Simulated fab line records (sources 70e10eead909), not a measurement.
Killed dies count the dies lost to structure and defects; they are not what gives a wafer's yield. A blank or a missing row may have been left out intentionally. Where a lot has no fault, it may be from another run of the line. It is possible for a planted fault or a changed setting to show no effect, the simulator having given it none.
Comparing a struck lot with a sound one / flow nand_harc / 14 out of 1302 route steps
Sound: the wafers L472.1, L472.3, L472.4. The struck wafers were L466.2, L466.5, L466.6. The cause is given at the end.
Order at every step that has rows: each side's tool, ch and its chambers, its first start. Under that, the readings that differ: sound wafers / struck wafers / difference of the means / sigmas: that difference in standard deviations of wafers without a fault.
alike: a reading whose means differ by less than 2 such deviations, as well as words and numbers matching on both sides. not compared: withheld readings; readings where some wafer has no value; bounds like >300 that might hide an equal value; numbers whose values overlap and for which the record gives no deviation.
A row with sigmas, a row that says differs or no value, or rows on one side alone: a step with any of these is where the two part. Numbers that don't overlap but have no deviation are shown without sigmas and don't part them. A reading that every wafer of one side lacks parts them only if that side has two wafers or more.

NHARC_P_M1_CMP_23: polishes, t overpolish 20 s, target thk 157.82 nm.
  sound on cmp-01 ch 0,1,3, day 14 16:01; struck on cmp-01 ch 0,2,3, day 12 10:49
  alike: motor_current_A, time_to_endpoint_s
  not compared: pad_life_wafers
NHARC_P_M1_THK_MEAS_24: measures by xrf.
  sound: film_metro-01 at day 14 16:19; struck: film_metro-02 at day 12 11:04
  alike: thk_nm
next, for these wafers, 1 step has no rows: NHARC_P_M1_SRD_25.
NHARC_P_M1_INSPECT_27:
  sound: defect_inspect-01 at day 14 16:28; struck: defect_inspect-01 at day 12 11:14
  alike: raw_defect_count
NHARC_P_M1_PRE_CLEAN_32: time 12 s.
  sound on pecvd-01 ch 1,2, day 14 16:32; struck on pecvd-03 ch 0,1,2, day 12 11:19
  alike: heater_power_w
NHARC_P_M1_DEP_33: deposits SiCN, target thk 30 nm.
  sound on pecvd-01 ch 1,2, day 14 16:37; struck on pecvd-03 ch 0,1,2, day 12 11:25
  alike: heater_power_w
then, 5 steps without rows for these wafers: NHARC_P_M2_DEP_00 (deposits SiOC, target thk 182.5 nm); NHARC_P_M2_DEHYDRATE_01 (time 120 s); NHARC_P_M2_HMDS_02 (time 30 s); NHARC_P_M2_COAT_34 (time 65 s); NHARC_P_M2_COAT_03 (resist thk 90 nm).
NHARC_P_M2_SOFTBAKE_04: time 55 s.
  sound on litho_track-06 ch 0, day 14 17:00; struck on litho_track-06 ch 0, day 12 12:00
reading=heater_power_total_W (W); sound=188.35 188.69 188.45; struck=193.21 193.10 193.15; difference=+4.66; sigmas=+36
  alike: resist_line_temp_C
next, for these wafers, 1 step has no rows: NHARC_P_M2_EBR_05.
-- the record jumps here: 18 days lie between the struck wafers' starts before and after (it left off in module P_M2 and takes up again in module END, whose first step shown is number 1302 of the route) --
NHARC_END_SORT_01:
  only the struck wafers appear in the record here, on prober-01 ch 0 at day 30 01:03; the sound ones have no rows

== WHERE THEY PART ==
First at NHARC_P_M2_SOFTBAKE_04; last, within this record, at NHARC_END_SORT_01.

WHY: what had been put in by the simulator
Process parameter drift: litho_track-06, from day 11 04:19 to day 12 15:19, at NHARC_P_M2_SOFTBAKE_04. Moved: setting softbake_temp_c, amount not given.
